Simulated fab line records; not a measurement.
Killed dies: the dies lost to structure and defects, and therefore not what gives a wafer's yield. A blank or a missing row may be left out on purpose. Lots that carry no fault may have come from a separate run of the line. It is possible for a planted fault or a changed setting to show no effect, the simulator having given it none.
The tool behind it: which one? / flow n5Finfet / 9 lots, 27 wafers sampled, at 5 steps of a route of 1938

== WHAT THE GAUGES SHOWED, per wafer ==
N5_FIN_CUT_OVL_MEAS_09. Usual: FIN_CUT_OVL -0.2 nm, standard deviation 0.63.
lot=L299; measured=day 2 08:28; on=overlay-01; FIN_CUT_OVL (nm)=0.1 -0.7 -0.2; flag=
lot=L302; measured=day 3 02:24; on=overlay-02; FIN_CUT_OVL (nm)=0.4 0.3 0.2; flag=
lot=L304; measured=day 3 15:11; on=overlay-01; FIN_CUT_OVL (nm)=0.4 -0.1 -1.0; flag=
lot=L306; measured=day 4 02:13; on=overlay-02; FIN_CUT_OVL (nm)=-0.6 -0.9 -0.6; flag=
lot=L314; measured=day 6 04:35; on=overlay-01; FIN_CUT_OVL (nm)=0.3 0.3 0.1; flag=
lot=L315; measured=day 6 08:14; on=overlay-01; FIN_CUT_OVL (nm)=-0.4 -0.8 -0.5; flag=
lot=L317; measured=day 6 23:38; on=overlay-01; FIN_CUT_OVL (nm)=-0.4 -0.6 -0.1; flag=
lot=L318; measured=day 7 03:40; on=overlay-02; FIN_CUT_OVL (nm)=-1.1 -0.7 -1.0; flag=
lot=L319; measured=day 7 08:22; on=overlay-01; FIN_CUT_OVL (nm)=-0.6 -1.0 -0.4; flag=

N5_BEOL_M4_RC_MEAS_101. Usual: DIBL_N 36.2 mV/V, standard deviation 1.6; DIBL_P 36.5 mV/V, standard deviation 1.9; IOFF_N 0.158 nA/um, standard deviation 0.027; IOFF_P 0.21 nA/um, standard deviation 0.038; ION_N 675 uA/um, standard deviation 12; ION_P 464 uA/um, standard deviation 8.9; SS_N 71.5 mV/dec, standard deviation 0.61; SS_P 73.4 mV/dec, standard deviation 0.59; VT_N 250.4 mV, standard deviation 3; VT_P -250 mV, standard deviation 3.6.
lot=L299; measured=day 7 20:24; on=prober-01; DIBL_N (mV/V)=37.7 36.3 38.5; DIBL_P (mV/V)=38.5 36.5 39.0; IOFF_N (nA/um)=0.175 0.146 0.194; IOFF_P (nA/um)=0.26 0.22 0.27; ION_N (uA/um)=683 676 683; ION_P (uA/um)=474 472 468; SS_N (mV/dec)=72.3 71.1 72.0; SS_P (mV/dec)=74.0 73.0 74.1; VT_N (mV)=251.0 251.9 247.4; VT_P (mV)=-247 -250 -245; flag=
lot=L302; measured=day 8 18:03; on=prober-02; DIBL_N (mV/V)=34.7 36.7 35.4; DIBL_P (mV/V)=34.0 37.3 35.1; IOFF_N (nA/um)=0.134 0.164 0.147; IOFF_P (nA/um)=0.16 0.21 0.17; ION_N (uA/um)=658 661 650; ION_P (uA/um)=450 457 446; SS_N (mV/dec)=70.6 71.9 71.8; SS_P (mV/dec)=72.6 73.3 72.7; VT_N (mV)=253.2 253.0 254.2; VT_P (mV)=-257 -250 -256; flag=
lot=L304; measured=day 9 10:29; on=prober-01; DIBL_N (mV/V)=37.8 38.4 39.3; DIBL_P (mV/V)=37.8 38.4 39.3; IOFF_N (nA/um)=0.168 0.180 0.192; IOFF_P (nA/um)=0.21 0.22 0.24; ION_N (uA/um)=684 689 680; ION_P (uA/um)=461 461 463; SS_N (mV/dec)=72.0 71.5 71.3; SS_P (mV/dec)=73.6 74.4 74.3; VT_N (mV)=253.7 249.0 251.1; VT_P (mV)=-250 -250 -253; flag=
lot=L306; measured=day 9 20:32; on=prober-01; DIBL_N (mV/V)=37.5 39.8 36.0; DIBL_P (mV/V)=36.6 38.7 34.4; IOFF_N (nA/um)=0.156 0.211 0.128; IOFF_P (nA/um)=0.18 0.21 0.16; ION_N (uA/um)=666 682 651; ION_P (uA/um)=452 453 437; SS_N (mV/dec)=71.0 72.3 71.1; SS_P (mV/dec)=73.1 73.9 73.0; VT_N (mV)=250.0 246.5 256.1; VT_P (mV)=-257 -255 -259; flag=
lot=L314; measured=day 12 12:49; on=prober-02; DIBL_N (mV/V)=36.2 35.3 35.5; DIBL_P (mV/V)=35.3 34.9 35.6; IOFF_N (nA/um)=0.141 0.142 0.138; IOFF_P (nA/um)=0.18 0.18 0.18; ION_N (uA/um)=677 668 685; ION_P (uA/um)=464 460 457; SS_N (mV/dec)=70.7 71.1 71.1; SS_P (mV/dec)=73.0 72.6 73.1; VT_N (mV)=250.3 249.4 251.5; VT_P (mV)=-253 -252 -254; flag=
lot=L315; measured=day 12 15:55; on=prober-01; DIBL_N (mV/V)=36.6 37.2 35.2; DIBL_P (mV/V)=37.1 37.6 36.7; IOFF_N (nA/um)=0.172 0.176 0.142; IOFF_P (nA/um)=0.21 0.22 0.20; ION_N (uA/um)=666 669 673; ION_P (uA/um)=463 458 462; SS_N (mV/dec)=72.4 72.7 71.5; SS_P (mV/dec)=72.5 74.3 73.6; VT_N (mV)=249.4 250.6 252.4; VT_P (mV)=-252 -252 -253; flag=
lot=L317; measured=day 12 12:52; on=prober-01; DIBL_N (mV/V)=37.6 35.3 34.3; DIBL_P (mV/V)=39.8 38.0 36.5; IOFF_N (nA/um)=0.205 0.153 0.132; IOFF_P (nA/um)=0.24 0.21 0.18; ION_N (uA/um)=676 669 658; ION_P (uA/um)=460 462 459; SS_N (mV/dec)=72.9 71.9 71.9; SS_P (mV/dec)=74.1 74.0 73.4; VT_N (mV)=246.6 252.0 253.2; VT_P (mV)=-249 -251 -253; flag=
lot=L318; measured=day 13 19:52; on=prober-02; DIBL_N (mV/V)=38.4 37.6 37.1; DIBL_P (mV/V)=36.8 36.5 35.7; IOFF_N (nA/um)=0.179 0.163 0.161; IOFF_P (nA/um)=0.26 0.25 0.22; ION_N (uA/um)=673 666 658; ION_P (uA/um)=468 467 457; SS_N (mV/dec)=72.1 72.0 72.8; SS_P (mV/dec)=73.3 74.1 73.2; VT_N (mV)=249.6 249.4 253.0; VT_P (mV)=-247 -247 -247; flag=
lot=L319; measured=day 13 14:35; on=prober-02; DIBL_N (mV/V)=35.7 36.8 35.6; DIBL_P (mV/V)=35.7 38.1 36.5; IOFF_N (nA/um)=0.158 0.175 0.165; IOFF_P (nA/um)=0.18 0.23 0.20; ION_N (uA/um)=677 666 677; ION_P (uA/um)=459 457 468; SS_N (mV/dec)=71.2 71.6 71.4; SS_P (mV/dec)=72.7 73.8 72.8; VT_N (mV)=248.8 247.5 248.2; VT_P (mV)=-254 -250 -251; flag=

== WHICH TOOL RAN EACH LOT (tool, then ch and the chambers of the sampled wafers, then the start) ==
lot=L299; N5_FIN_CUT_PRECLEAN_35=vaporEtch-01 ch 0,1, day 2 09:07; N5_FIN_CUT_CUT_ETCH_15=rieSi-05 ch 0,1,2, day 2 09:12; N5_FIN_CUT_STRIP_22=rieDiel-03 ch 0,2,3, day 2 09:19
lot=L302; N5_FIN_CUT_PRECLEAN_35=vaporEtch-01 ch 0, day 3 03:02; N5_FIN_CUT_CUT_ETCH_15=rieSi-02 ch 0,1,3, day 3 03:08; N5_FIN_CUT_STRIP_22=rieDiel-03 ch 1,2,3, day 3 03:15
lot=L304; N5_FIN_CUT_PRECLEAN_35=vaporEtch-02 ch 0,1, day 3 15:50; N5_FIN_CUT_CUT_ETCH_15=rieSi-02 ch 0,1,2, day 3 15:55; N5_FIN_CUT_STRIP_22=rieDiel-03 ch 1,2, day 3 16:13
lot=L306; N5_FIN_CUT_PRECLEAN_35=vaporEtch-01 ch 0,1, day 4 02:58; N5_FIN_CUT_CUT_ETCH_15=rieSi-02 ch 0,2,3, day 4 03:02; N5_FIN_CUT_STRIP_22=rieDiel-03 ch 0,1,2, day 4 03:11
lot=L314; N5_FIN_CUT_PRECLEAN_35=vaporEtch-02 ch 0,1, day 6 05:46; N5_FIN_CUT_CUT_ETCH_15=rieSi-05 ch 0,1, day 6 05:51; N5_FIN_CUT_STRIP_22=rieDiel-06 ch 0,1,2, day 6 05:58
lot=L315; N5_FIN_CUT_PRECLEAN_35=vaporEtch-01 ch 0,1, day 6 09:01; N5_FIN_CUT_CUT_ETCH_15=rieSi-05 ch 0,1,2, day 6 09:05; N5_FIN_CUT_STRIP_22=rieDiel-06 ch 0,1,2, day 6 09:20
lot=L317; N5_FIN_CUT_PRECLEAN_35=vaporEtch-01 ch 0,1, day 7 00:16; N5_FIN_CUT_CUT_ETCH_15=rieSi-03 ch 0,3, day 7 00:22; N5_FIN_CUT_STRIP_22=rieDiel-06 ch 0,1, day 7 00:29
lot=L318; N5_FIN_CUT_PRECLEAN_35=vaporEtch-01 ch 0,1, day 7 04:35; N5_FIN_CUT_CUT_ETCH_15=rieSi-05 ch 0,1,3, day 7 04:38; N5_FIN_CUT_STRIP_22=rieDiel-03 ch 0,3, day 7 04:46
lot=L319; N5_FIN_CUT_PRECLEAN_35=vaporEtch-01 ch 0,1, day 7 09:01; N5_FIN_CUT_CUT_ETCH_15=rieSi-02 ch 0,1, day 7 09:06; N5_FIN_CUT_STRIP_22=rieDiel-06 ch 1,2, day 7 09:13
- N5_FIN_CUT_PRECLEAN_35: cleans in vHF, time 13.3 s.
- N5_FIN_CUT_CUT_ETCH_15: etches Si in HBr/Cl2/O2, target depth 100 nm, bt time 10 s, time 42.4 s.
- N5_FIN_CUT_STRIP_22: strips in N2/H2.

== WHAT THE TOOLS THEMSELVES READ (means of the sampled wafers that have a number; where no wafer has one, the mark that the record gives instead) ==
N5_FIN_CUT_PRECLEAN_35. Usual: 5.94 A for drypumpMotorCurrentA, sd 0.14.
lot=L299; tool=vaporEtch-01; drypumpMotorCurrentA (A)=5.88; flag=
lot=L302; tool=vaporEtch-01; drypumpMotorCurrentA (A)=5.79; flag=
lot=L304; tool=vaporEtch-02; drypumpMotorCurrentA (A)=5.95; flag=
lot=L306; tool=vaporEtch-01; drypumpMotorCurrentA (A)=5.97; flag=
lot=L314; tool=vaporEtch-02; drypumpMotorCurrentA (A)=6.04; flag=
lot=L315; tool=vaporEtch-01; drypumpMotorCurrentA (A)=5.86; flag=
lot=L317; tool=vaporEtch-01; drypumpMotorCurrentA (A)=5.95; flag=
lot=L318; tool=vaporEtch-01; drypumpMotorCurrentA (A)=5.89; flag=
lot=L319; tool=vaporEtch-01; drypumpMotorCurrentA (A)=5.92; flag=

N5_FIN_CUT_CUT_ETCH_15. Usual: drypumpMotorCurrentA 5.4 A, standard deviation 0.56; oesProductAu 0.993 a.u., standard deviation 0.013; throttleValvePct 37.05 %, standard deviation 0.26.
lot=L299; tool=rieSi-05; drypumpMotorCurrentA (A)=5.3; oesProductAu (a.u.)=0.999; throttleValvePct (%)=37.06; flag=
lot=L302; tool=rieSi-02; drypumpMotorCurrentA (A)=5.5; oesProductAu (a.u.)=1.001; throttleValvePct (%)=37.05; flag=
lot=L304; tool=rieSi-02; drypumpMotorCurrentA (A)=5.2; oesProductAu (a.u.)=1.002; throttleValvePct (%)=37.15; flag=
lot=L306; tool=rieSi-02; drypumpMotorCurrentA (A)=5.2; oesProductAu (a.u.)=1.005; throttleValvePct (%)=37.11; flag=
lot=L314; tool=rieSi-05; drypumpMotorCurrentA (A)=5.3; oesProductAu (a.u.)=1.002; throttleValvePct (%)=36.78; flag=
lot=L315; tool=rieSi-05; drypumpMotorCurrentA (A)=5.3; oesProductAu (a.u.)=0.998; throttleValvePct (%)=36.94; flag=
lot=L317; tool=rieSi-03; drypumpMotorCurrentA (A)=6.0; oesProductAu (a.u.)=0.991; throttleValvePct (%)=36.84; flag=
lot=L318; tool=rieSi-05; drypumpMotorCurrentA (A)=5.2; oesProductAu (a.u.)=0.995; throttleValvePct (%)=36.98; flag=
lot=L319; tool=rieSi-02; drypumpMotorCurrentA (A)=5.5; oesProductAu (a.u.)=1.003; throttleValvePct (%)=37.10; flag=

N5_FIN_CUT_STRIP_22. Usual: drypumpMotorCurrentA 5.7 A, standard deviation 0.56; oesProductAu 0.77 a.u., standard deviation 0.076; powerW 500.0 W, standard deviation 1.5; rfVppV 54.2 V, standard deviation 2.5; showerheadPlenumPTorr 3.37 Torr, standard deviation 0.11; throttleValvePct 18.90 %, standard deviation 0.26.
lot=L299; tool=rieDiel-03; drypumpMotorCurrentA (A)=6.2; oesProductAu (a.u.)=0.72; powerW (W)=500.1; rfVppV (V)=54.3; showerheadPlenumPTorr (Torr)=3.43; throttleValvePct (%)=19.04; flag=
lot=L302; tool=rieDiel-03; drypumpMotorCurrentA (A)=5.9; oesProductAu (a.u.)=0.69; powerW (W)=499.3; rfVppV (V)=55.8; showerheadPlenumPTorr (Torr)=3.42; throttleValvePct (%)=18.98; flag=
lot=L304; tool=rieDiel-03; drypumpMotorCurrentA (A)=6.3; oesProductAu (a.u.)=0.69; powerW (W)=501.5; rfVppV (V)=54.0; showerheadPlenumPTorr (Torr)=3.36; throttleValvePct (%)=18.88; flag=
lot=L306; tool=rieDiel-03; drypumpMotorCurrentA (A)=6.3; oesProductAu (a.u.)=0.68; powerW (W)=499.7; rfVppV (V)=56.0; showerheadPlenumPTorr (Torr)=3.42; throttleValvePct (%)=19.14; flag=
lot=L314; tool=rieDiel-06; drypumpMotorCurrentA (A)=5.5; oesProductAu (a.u.)=0.81; powerW (W)=501.1; rfVppV (V)=53.1; showerheadPlenumPTorr (Torr)=3.27; throttleValvePct (%)=18.70; flag=
lot=L315; tool=rieDiel-06; drypumpMotorCurrentA (A)=5.5; oesProductAu (a.u.)=0.81; powerW (W)=500.0; rfVppV (V)=51.8; showerheadPlenumPTorr (Torr)=3.28; throttleValvePct (%)=18.72; flag=
lot=L317; tool=rieDiel-06; drypumpMotorCurrentA (A)=5.9; oesProductAu (a.u.)=0.75; powerW (W)=498.4; rfVppV (V)=56.6; showerheadPlenumPTorr (Torr)=3.24; throttleValvePct (%)=18.87; flag=
lot=L318; tool=rieDiel-03; drypumpMotorCurrentA (A)=5.8; oesProductAu (a.u.)=0.70; powerW (W)=501.0; rfVppV (V)=53.0; showerheadPlenumPTorr (Torr)=3.47; throttleValvePct (%)=19.23; flag=
lot=L319; tool=rieDiel-06; drypumpMotorCurrentA (A)=5.1; oesProductAu (a.u.)=0.79; powerW (W)=499.4; rfVppV (V)=54.4; showerheadPlenumPTorr (Torr)=3.31; throttleValvePct (%)=18.62; flag=

== THE ANSWER, worked out from the rows above alone ==
Rule: take the mean of a lot's wafers that have a number; if it is more than 3 standard deviations from the usual mean, the lot is off. A lot without any number at a reading at which 4 lots or more have one is off too. Any other lot the step has rows for is counted as sound. After the gauges, taken in route order, come the tools' own readings; for these a lot's mean is taken, as printed above. At the first step where some lot is off, the reading lying furthest off is the one used; lots without a number count as furthest.
Across all readings shown, no lot is off: no conclusion can be drawn from this.

== WHAT WAS PUT IN BY THE SIMULATOR ==
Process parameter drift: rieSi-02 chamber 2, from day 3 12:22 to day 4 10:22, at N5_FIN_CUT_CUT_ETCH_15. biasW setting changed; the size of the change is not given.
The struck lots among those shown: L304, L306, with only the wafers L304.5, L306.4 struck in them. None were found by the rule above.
